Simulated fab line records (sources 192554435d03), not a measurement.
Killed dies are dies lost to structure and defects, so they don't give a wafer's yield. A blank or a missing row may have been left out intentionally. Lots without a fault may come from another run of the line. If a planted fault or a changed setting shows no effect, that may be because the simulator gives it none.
Matching of chambers    flow n5 finfet    rie diel-01 running N5_BEOL_M8_ETCH_61: 4 sister chambers
The step etches SiARC in CF4, target depth 45.5 nm, time 75.8 s. 14 wafers are shown with their chamber, then 7 later ones without.

== EACH WAFER AND ITS CHAMBER ==
wafer   chamber  drypump motor current A (A)  throttle valve pct (%)  showerhead plenum p Torr (Torr)
L079.3  1        5.92                         15.45                   2.22
L079.4  3        5.12                         15.33                   2.26
L079.6  3        5.10                         15.32                   2.26
L083.2  3        5.12                         15.34                   2.26
L083.4  1        5.92                         15.45                   2.21
L083.5  2        6.18                         15.60                   2.19
L084.1  2        6.19                         15.59                   2.19
L084.3  3        5.13                         15.32                   2.26
L084.4  1        5.92                         15.45                   2.21
L088.2  0        6.22                         15.90                   2.15
L088.3  1        5.92                         15.47                   2.21
L088.5  1        5.92                         15.47                   2.21
L086.1  2        6.18                         15.62                   2.18
L086.2  0        6.22                         15.89                   2.15

SIGNATURES (means of the wafers above)
reading                   chamber 0  chamber 1  chamber 2  chamber 3  scatter within a chamber
drypump motor current A   6.2200     5.9200     6.1833     5.1175     0.00736
throttle valve pct        15.8950    15.4580    15.6033    15.3275    0.0113
showerhead plenum p Torr  2.1500     2.2120     2.1867     2.2600     0.00383
Rule: distance of a wafer from a chamber = root of the sum over the readings of ((wafer's reading minus chamber's mean) / reading's scatter) squared. The wafer belongs to the nearest chamber; if the next one is less than 2 further off, it can't be placed. The scatter: take each reading less its chamber's mean, square it, sum over the shown wafers, divide by the number of wafers less the number of chambers, and take the root.

== WAFERS WITH NO CHAMBER GIVEN ==
wafer   drypump motor current A (A)  throttle valve pct (%)  showerhead plenum p Torr (Torr)
L086.5  6.20                         15.89                   2.15
L089.2  5.92                         15.48                   2.21
L089.4  5.90                         15.50                   2.21
L089.6  6.21                         15.90                   2.15
L093.3  5.95                         15.49                   2.21
L093.4  5.13                         15.35                   2.25
L093.5  5.95                         15.49                   2.21

== WHICH CHAMBER EACH ONE RAN IN ==
wafer   from the rows above  in truth
L086.5  0                    0
L089.2  1                    1
L089.4  1                    1
L089.6  0                    0
L093.3  1                    1
L093.4  3                    3
L093.5  1                    1
7 of 7 placed correctly. Can't be placed from these rows: 0. Wrongly placed: 0.
